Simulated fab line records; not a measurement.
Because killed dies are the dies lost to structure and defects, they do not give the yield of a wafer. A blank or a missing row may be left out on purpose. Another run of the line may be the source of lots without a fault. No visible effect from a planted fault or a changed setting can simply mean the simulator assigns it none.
3 desks looking at one fault + flow n5Finfet + each desk has only its own numbers; what lay behind them comes last

## THE DEFECT DESK
Counts from the inspections along the route, per lot, as means over the sampled wafers that have a number. The brackets show how far a lot's mean lies from the usual mean; more than 4 standard deviations puts the lot out of limits, marked OUT.
Columns: A = rawDefectCount at N5_MOL_CONTACT_COAG_INSPECT_42, usual 203
| lot  | first seen here | A   |
|------|-----------------|-----|
| L754 | day 5 06:50     | 136 |
| L758 | day 6 03:11     | 232 |
| L764 | day 7 10:15     | 173 |
| L773 | day 9 21:47     | 189 |
| L775 | day 10 12:47    | 153 |
This desk found nothing out of limits on any of the 5 lots.

## DESK OF THE TOOL OWNER: rieDiel-05
The tool's own readings at N5_MOL_CONTACT_COAG_ETCH_124 (etches SiNx in CH3F/O2, stops on SiOC, target depth 6.5 nm): means of the sampled wafers that have a number, for each lot that ran on this tool. The brackets show how far a lot's mean lies from the usual mean; more than 4 standard deviations puts the lot out of limits, marked OUT.
Columns: A = drypumpMotorCurrentA at N5_MOL_CONTACT_COAG_ETCH_124, usual 5.8 A; B = oesProductAu at N5_MOL_CONTACT_COAG_ETCH_124, usual 0.70 a.u.; C = rfVppV at N5_MOL_CONTACT_COAG_ETCH_124, usual 299 V; D = showerheadPlenumPTorr at N5_MOL_CONTACT_COAG_ETCH_124, usual 2.01 Torr; E = throttleValvePct at N5_MOL_CONTACT_COAG_ETCH_124, usual 16.21 %
| lot  | first seen here | A   | B    | C   | D    | E     |
|------|-----------------|-----|------|-----|------|-------|
| L754 | day 5 07:22     | 5.8 | 0.73 | 296 | 2.05 | 16.33 |
| L764 | day 7 11:26     | 5.8 | 0.67 | 297 | 2.05 | 16.36 |
This desk found nothing out of limits on any of the 2 lots.

## METROLOGY DESK
What the gauges read for every lot (on any tool): the sampled wafers with a number, averaged. The brackets show how far a lot's mean lies from the usual mean; more than 4 standard deviations puts the lot out of limits, marked OUT. It has 10 readings; the 7 that lie furthest out on some lot are the ones shown.
Columns: A = DIBL_N at N5_BEOL_M4_RC_MEAS_101, usual 36.2 mV/V; B = DIBL_P at N5_BEOL_M4_RC_MEAS_101, usual 36.5 mV/V; C = IOFF_P at N5_BEOL_M4_RC_MEAS_101, usual 0.21 nA/um; D = ION_N at N5_BEOL_M4_RC_MEAS_101, usual 675 uA/um; E = ION_P at N5_BEOL_M4_RC_MEAS_101, usual 464 uA/um; F = SS_P at N5_BEOL_M4_RC_MEAS_101, usual 73.4 mV/dec; G = VT_P at N5_BEOL_M4_RC_MEAS_101, usual -250 mV
| lot  | first seen here | A    | B    | C    | D   | E   | F    | G    |
|------|-----------------|------|------|------|-----|-----|------|------|
| L754 | day 7 23:11     | 36.1 | 37.2 | 0.22 | 673 | 464 | 73.0 | -250 |
| L758 | day 8 17:53     | 34.1 | 33.5 | 0.16 | 655 | 448 | 72.6 | -255 |
| L764 | day 10 01:08    | 35.3 | 35.8 | 0.20 | 677 | 466 | 73.6 | -250 |
| L773 | day 12 12:43    | 35.1 | 38.0 | 0.21 | 675 | 465 | 73.6 | -252 |
| L775 | day 13 14:44    | 36.0 | 35.9 | 0.19 | 671 | 454 | 72.4 | -251 |
This desk found nothing out of limits on any of the 5 lots.

## TAKEN TOGETHER
No out-of-limits result turned up at the defect desk.
The desk of the tool owner found nothing out of limits.
At the metrology desk, nothing out of limits was observed.

## WHAT HAD BEEN PUT IN BY THE SIMULATOR
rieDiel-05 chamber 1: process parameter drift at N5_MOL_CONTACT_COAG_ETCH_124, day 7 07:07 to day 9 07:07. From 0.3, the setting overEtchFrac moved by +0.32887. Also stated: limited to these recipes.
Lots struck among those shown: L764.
